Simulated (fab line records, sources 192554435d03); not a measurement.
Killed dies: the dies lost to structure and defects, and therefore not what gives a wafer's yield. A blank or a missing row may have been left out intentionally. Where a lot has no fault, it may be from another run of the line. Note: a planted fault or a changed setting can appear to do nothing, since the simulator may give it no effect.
Which tool is to blame? ; flow n5Finfet ; 41 wafers from 15 lots sampled at 2 of the route's 1938 steps

## WHAT THE GAUGES READ, wafer by wafer
N5_BEOL_M8_OVL_MEAS_12. Usual: M8_OVL gives 0.2 nm (standard deviation 0.64).
lot;measured;on;M8_OVL (nm);flag
L199;day 8 19:20;overlay-01;0.5 0.6;
L200;day 8 22:58;overlay-01;-0.2 0.5 0.5;
L201;day 8 23:59;overlay-01;-0.2 -0.3;
L206;day 10 16:58;overlay-02;1.1 0.1 0.6;
L208;day 10 20:23;overlay-02;-0.1 1.1 -0.6;
L207;day 11 01:16;overlay-02;0.1 -0.1 -0.5;
L212;day 12 03:40;overlay-02;1.1 1.2;
L213;day 12 11:13;overlay-02;1.1 0.8 -0.2;
L215;day 12 11:40;overlay-02;-0.5 -0.5 -0.4;
L214;day 12 21:55;overlay-01;0.4 0.7 1.5;
L218;day 13 10:22;overlay-01;1.1 0.6 0.3;
L219;day 13 12:53;overlay-01;-0.5 0.6 0.6;
L220;day 13 18:31;overlay-01;-0.1 0.3;
L221;day 14 13:32;overlay-02;1.3 0.2 0.1;
L222;day 14 23:22;overlay-01;-1.0 -0.3 0.1;

N5_BEOL_M8_INSPECT_13: inspects for defects (brightfield). Usual: rawDefectCount 412, standard deviation 110.
lot;measured;on;rawDefectCount;flag
L199;day 8 19:21;defectInspect-01;292 249;
L200;day 8 22:59;defectInspect-02;506 395 347;
L201;day 9 00:01;defectInspect-01;353 416;
L206;day 10 16:59;defectInspect-02;385 503 483;
L208;day 10 20:25;defectInspect-01;411 422 298;
L207;day 11 01:18;defectInspect-02;383 538 514;
L212;day 12 03:41;defectInspect-01;356 306;
L213;day 12 11:14;defectInspect-02;464 702 472;
L215;day 12 11:41;defectInspect-02;499 427 374;
L214;day 12 21:56;defectInspect-02;767 610 501;
L218;day 13 10:23;defectInspect-01;410 342 374;
L219;day 13 12:54;defectInspect-02;519 750 547;
L220;day 13 18:32;defectInspect-01;383 420;
L221;day 14 13:34;defectInspect-01;348 349 545;
L222;day 14 23:23;defectInspect-01;380 417 385;

## WHICH TOOL RAN EACH LOT (tool, then ch and the chambers of the sampled wafers, then the start)
There is no process step in the record ahead of these readings.

## AS READ BY THE TOOLS THEMSELVES (means over the sampled wafers that have a number; for cases with no such wafer, the mark the record gives instead)
The record holds no such reading with a usual standard deviation.

## THE ANSWER, worked out from the rows above alone
Rule: take the mean of a lot's wafers that have a number; if it is more than 3 standard deviations from the usual mean, the lot is off. Also off: a lot with no number at a reading for which 4 or more lots have one. Any other lot the step has rows for is counted as sound. After the gauges, taken in route order, come the tools' own readings; for these a lot's mean is taken, as printed above. The first step at which some lot is off is used, and at that step the reading that is off furthest; a lot without a number counts as furthest.
No lot is off at any reading shown: from this, nothing can be told.

## WHAT THE SIMULATOR PUT IN
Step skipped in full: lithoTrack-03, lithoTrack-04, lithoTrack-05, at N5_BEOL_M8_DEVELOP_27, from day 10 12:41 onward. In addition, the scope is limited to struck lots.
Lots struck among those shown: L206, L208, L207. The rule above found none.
